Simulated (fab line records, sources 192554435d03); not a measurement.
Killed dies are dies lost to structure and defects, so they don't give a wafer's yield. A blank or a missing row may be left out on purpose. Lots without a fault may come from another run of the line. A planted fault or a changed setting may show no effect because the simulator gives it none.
Which tool did it? | flow n5_finfet | 9 lots, 27 wafers sampled, at 8 steps of a route of 1938

WHAT THE GAUGES READ, wafer by wafer
N5_PMOS_HMC_CHANNEL_EPI_INSPECT_11: inspects for defects (macro). Usual: raw_defect_count 2.4, standard deviation 1.4.
lot  | measured    | on                | raw_defect_count | flag
L340 | day 1 17:21 | defect_inspect-02 | 1 5 3            |
L341 | day 1 23:37 | defect_inspect-01 | 2 1 1            |
L343 | day 2 11:35 | defect_inspect-01 | 1 2 2            |
L356 | day 5 17:19 | defect_inspect-02 | 5 0 2            |
L358 | day 6 05:19 | defect_inspect-02 | 2 3 3            |
L359 | day 6 12:19 | defect_inspect-02 | 2 3 2            |
L360 | day 6 17:14 | defect_inspect-02 | 2 4 5            |
L362 | day 7 06:34 | defect_inspect-02 | 2 0 2            |
L363 | day 7 11:43 | defect_inspect-01 | 4 3 3            |

N5_PMOS_HMC_CHANNEL_EPI_INSPECT_30: inspects for defects (darkfield). Usual: raw_defect_count 19, standard deviation 8.1.
lot  | measured    | on                | raw_defect_count | flag
L340 | day 1 20:15 | defect_inspect-02 | 25 19 13         |
L341 | day 2 02:23 | defect_inspect-02 | 11 44 23         |
L343 | day 2 14:25 | defect_inspect-01 | 21 29 360        | OFF
L356 | day 5 20:15 | defect_inspect-01 | 10 27 23         |
L358 | day 6 08:38 | defect_inspect-01 | 25 18 17         |
L359 | day 6 15:16 | defect_inspect-02 | 17 13 4          |
L360 | day 6 20:35 | defect_inspect-01 | 20 23 16         |
L362 | day 7 09:45 | defect_inspect-01 | 23 16 15         |
L363 | day 7 14:31 | defect_inspect-01 | 16 20 11         |

N5_FIN_SAQP_INSPECT_40: inspects for defects (brightfield). Usual: raw_defect_count 236, standard deviation 69.
lot  | measured    | on                | raw_defect_count | flag
L340 | day 2 06:29 | defect_inspect-01 | 215 175 211      |
L341 | day 2 09:20 | defect_inspect-02 | 200 152 187      |
L343 | day 3 03:59 | defect_inspect-02 | 199 205 594      |
L356 | day 6 02:14 | defect_inspect-02 | 192 244 214      |
L358 | day 6 15:02 | defect_inspect-02 | 249 308 283      |
L359 | day 6 21:28 | defect_inspect-01 | 213 197 287      |
L360 | day 7 02:21 | defect_inspect-01 | 149 125 191      |
L362 | day 7 15:32 | defect_inspect-01 | 215 180 199      |
L363 | day 7 20:10 | defect_inspect-01 | 144 163 230      |

N5_FIN_CUT_INSPECT_10: inspects for defects (brightfield). Usual: raw_defect_count 42, standard deviation 10.
lot  | measured    | on                | raw_defect_count | flag
L340 | day 2 06:59 | defect_inspect-02 | 54 29 32         |
L341 | day 2 09:43 | defect_inspect-01 | 36 35 32         |
L343 | day 3 04:31 | defect_inspect-01 | 45 33 393        | OFF
L356 | day 6 02:46 | defect_inspect-01 | 35 43 41         |
L358 | day 6 15:33 | defect_inspect-02 | 54 50 40         |
L359 | day 6 21:59 | defect_inspect-01 | 45 33 40         |
L360 | day 7 02:45 | defect_inspect-02 | 42 44 44         |
L362 | day 7 16:04 | defect_inspect-01 | 46 35 39         |
L363 | day 7 20:34 | defect_inspect-02 | 31 31 34         |

N5_BEOL_M4_RC_MEAS_101. Usual: DIBL_N 36.3 mV/V, standard deviation 1.2; DIBL_P 36.3 mV/V, standard deviation 1.4; IOFF_N 0.157 nA/um, standard deviation 0.02; IOFF_P 0.22 nA/um, standard deviation 0.033; ION_N 675 uA/um, standard deviation 9.6; ION_P 465 uA/um, standard deviation 8.2; SS_N 71.4 mV/dec, standard deviation 0.45; SS_P 73.3 mV/dec, standard deviation 0.54; VT_N 249.8 mV, standard deviation 2.5; VT_P -249 mV, standard deviation 3.2.
lot  | measured     | on        | DIBL_N (mV/V)  | DIBL_P (mV/V)  | IOFF_N (nA/um)    | IOFF_P (nA/um) | ION_N (uA/um) | ION_P (uA/um) | SS_N (mV/dec)  | SS_P (mV/dec)  | VT_N (mV)         | VT_P (mV)      | flag
L340 | day 8 02:21  | prober-01 | 37.2 36.6 35.3 | 38.5 37.3 36.4 | 0.169 0.150 0.137 | 0.23 0.21 0.20 | 681 676 661   | 466 467 457   | 71.4 71.6 71.5 | 72.8 72.7 73.0 | 246.2 249.8 251.9 | -249 -251 -252 |
L341 | day 9 11:22  | prober-02 | 36.7 37.9 36.8 | 37.4 38.7 37.3 | 0.161 0.190 0.162 | 0.24 0.26 0.23 | 684 687 678   | 475 467 468   | 72.0 71.9 71.4 | 73.4 74.0 74.3 | 247.5 248.9 249.6 | -247 -249 -249 |
L343 | day 9 23:38  | prober-01 | 36.5 37.5 36.6 | 35.2 37.4 34.6 | 0.145 0.176 0.138 | 0.20 0.24 0.19 | 677 690 674   | 465 477 460   | 71.7 71.7 71.2 | 73.1 73.4 73.4 | 253.5 246.0 252.7 | -251 -247 -251 |
L356 | day 12 10:00 | prober-02 | 36.0 36.0 36.0 | 35.9 36.1 36.1 | 0.160 0.152 0.159 | 0.20 0.20 0.20 | 683 672 685   | 463 461 463   | 71.2 71.7 71.2 | 73.4 72.8 72.5 | 249.9 249.2 248.5 | -250 -252 -251 |
L358 | day 13 11:45 | prober-01 | 35.0 35.9 35.8 | 33.2 34.8 34.6 | 0.123 0.141 0.130 | 0.15 0.17 0.17 | 654 665 650   | 443 450 442   | 70.7 71.5 71.2 | 73.8 73.9 73.9 | 256.3 254.5 257.1 | -256 -258 -256 |
L359 | day 13 12:34 | prober-02 | 35.0 35.4 34.6 | 35.5 36.4 35.6 | 0.126 0.127 0.115 | 0.18 0.19 0.18 | 653 661 658   | 459 460 459   | 70.5 71.3 70.8 | 72.8 73.2 73.1 | 254.0 254.7 254.7 | -251 -251 -252 |
L360 | day 13 20:59 | prober-02 | 38.3 37.7 38.1 | 38.4 38.6 38.6 | 0.206 0.195 0.199 | 0.26 0.26 0.26 | 675 675 692   | 463 467 474   | 72.1 72.2 71.5 | 74.6 73.5 73.9 | 247.8 247.5 244.4 | -247 -249 -245 |
L362 | day 13 19:12 | prober-01 | 35.7 37.4 36.5 | 36.1 37.9 36.6 | 0.147 0.182 0.170 | 0.25 0.28 0.26 | 673 675 667   | 469 473 464   | 71.2 71.5 71.8 | 73.3 74.0 73.9 | 249.2 246.1 247.4 | -246 -245 -246 |
L363 | day 14 19:49 | prober-02 | 38.2 34.8 39.5 | 39.2 34.9 40.7 | 0.187 0.119 0.208 | 0.29 0.20 0.34 | 688 665 685   | 471 470 478   | 71.6 70.4 71.7 | 74.1 72.6 74.1 | 249.0 251.8 247.2 | -242 -248 -243 |

WHICH TOOL RAN EACH LOT (tool, then ch and the chambers of the sampled wafers, then the start)
lot  | N5_PMOS_HMC_CHANNEL_EPI_CMP_21 | N5_PMOS_HMC_CHANNEL_EPI_PRECLEAN_37 | N5_FIN_SAQP_HM_DEP_72
L340 | cmp-02 ch 1,2,3, day 1 19:29   | wet_bench-04 ch 0,1,6, day 1 19:49  | pecvd-04 ch 0,1, day 1 22:17
L341 | cmp-01 ch 0,2,3, day 2 01:41   | wet_bench-02 ch 3,4,6, day 2 01:57  | pecvd-03 ch 0,1,2, day 2 03:34
L343 | cmp-04 ch 0,3, day 2 13:38     | wet_bench-04 ch 3,5,6, day 2 13:59  | pecvd-04 ch 0,1, day 2 15:55
L356 | cmp-02 ch 0,2, day 5 19:31     | wet_bench-04 ch 4,6,7, day 5 19:48  | pecvd-03 ch 0,2, day 5 21:07
L358 | cmp-02 ch 0,1,3, day 6 07:56   | wet_bench-04 ch 0,1,3, day 6 08:11  | pecvd-01 ch 0,1,2, day 6 09:34
L359 | cmp-01 ch 0,3, day 6 14:29     | wet_bench-04 ch 0,3,7, day 6 14:50  | pecvd-04 ch 1,2, day 6 16:14
L360 | cmp-04 ch 1,2,3, day 6 19:53   | wet_bench-02 ch 1,3,6, day 6 20:09  | pecvd-03 ch 0,1,2, day 6 21:29
L362 | cmp-04 ch 0,2,3, day 7 08:58   | wet_bench-02 ch 0,4,5, day 7 09:19  | pecvd-03 ch 0,1,2, day 7 10:37
L363 | cmp-01 ch 2,3, day 7 13:46     | wet_bench-04 ch 0,1,6, day 7 14:04  | pecvd-04 ch 0,2, day 7 15:27
- N5_PMOS_HMC_CHANNEL_EPI_CMP_21: polishes SiGe30, target thk 54 nm.
- N5_PMOS_HMC_CHANNEL_EPI_PRECLEAN_37: cleans in O3/DIW, time 45 s.
- N5_FIN_SAQP_HM_DEP_72: deposits SiO2 from SiH4/N2O, target thk 12 nm, time 7.2 s.

WHAT THE TOOLS THEMSELVES READ (means of the sampled wafers that have a number; where no wafer has one, the mark that the record gives instead)
N5_PMOS_HMC_CHANNEL_EPI_CMP_21. Usual: edge_zone_pressure_frac 1.000, standard deviation 0.0046; motor_current_A 11.7 A, standard deviation 1.5.
lot  | tool   | edge_zone_pressure_frac | motor_current_A (A) | flag
L340 | cmp-02 | 0.997                   | 12.8                |
L341 | cmp-01 | 0.999                   | 11.7                |
L343 | cmp-04 | 0.999                   | 11.3                |
L356 | cmp-02 | 1.005                   | 11.7                |
L358 | cmp-02 | 1.000                   | 11.8                |
L359 | cmp-01 | 0.996                   | 10.7                |
L360 | cmp-04 | 1.003                   | 10.2                |
L362 | cmp-04 | 0.996                   | 11.3                |
L363 | cmp-01 | 1.001                   | 12.1                |

N5_FIN_SAQP_HM_DEP_72. Usual: heater_power_w 720 W, standard deviation 91; showerhead_plenum_p_Torr 8.15 Torr, standard deviation 0.2.
lot  | tool     | heater_power_w (W) | showerhead_plenum_p_Torr (Torr) | flag
L340 | pecvd-04 | 604                | 8.00                            |
L341 | pecvd-03 | 723                | 8.22                            |
L343 | pecvd-04 | 688                | 7.99                            |
L356 | pecvd-03 | 706                | 8.22                            |
L358 | pecvd-01 | 794                | 8.23                            |
L359 | pecvd-04 | 640                | 8.14                            |
L360 | pecvd-03 | 731                | 8.21                            |
L362 | pecvd-03 | 726                | 8.23                            |
L363 | pecvd-04 | 587                | 7.96                            |

THE ANSWER, worked out from the rows above alone
Rule: a lot is off if the mean of its wafers that have a number lies more than 3 standard deviations from the usual mean. A lot without any number at a reading at which 4 lots or more have one is off too. The other lots that the step has rows for count as sound. The gauges are gone through in route order, then the tools' own readings, and for those a lot's mean is taken as printed above. The first step at which some lot is off is used, and at that step the reading that is off furthest; a lot without a number counts as furthest.
Off: L343, at N5_PMOS_HMC_CHANNEL_EPI_INSPECT_30 (raw_defect_count).
A tool fits if, at a process step before that reading, it ran every lot that is off, and no sound lot after the first of them. The gauges at N5_PMOS_HMC_CHANNEL_EPI_INSPECT_30 are tried like those tools. None of those tried fits.

WHAT THE SIMULATOR HAD PUT IN
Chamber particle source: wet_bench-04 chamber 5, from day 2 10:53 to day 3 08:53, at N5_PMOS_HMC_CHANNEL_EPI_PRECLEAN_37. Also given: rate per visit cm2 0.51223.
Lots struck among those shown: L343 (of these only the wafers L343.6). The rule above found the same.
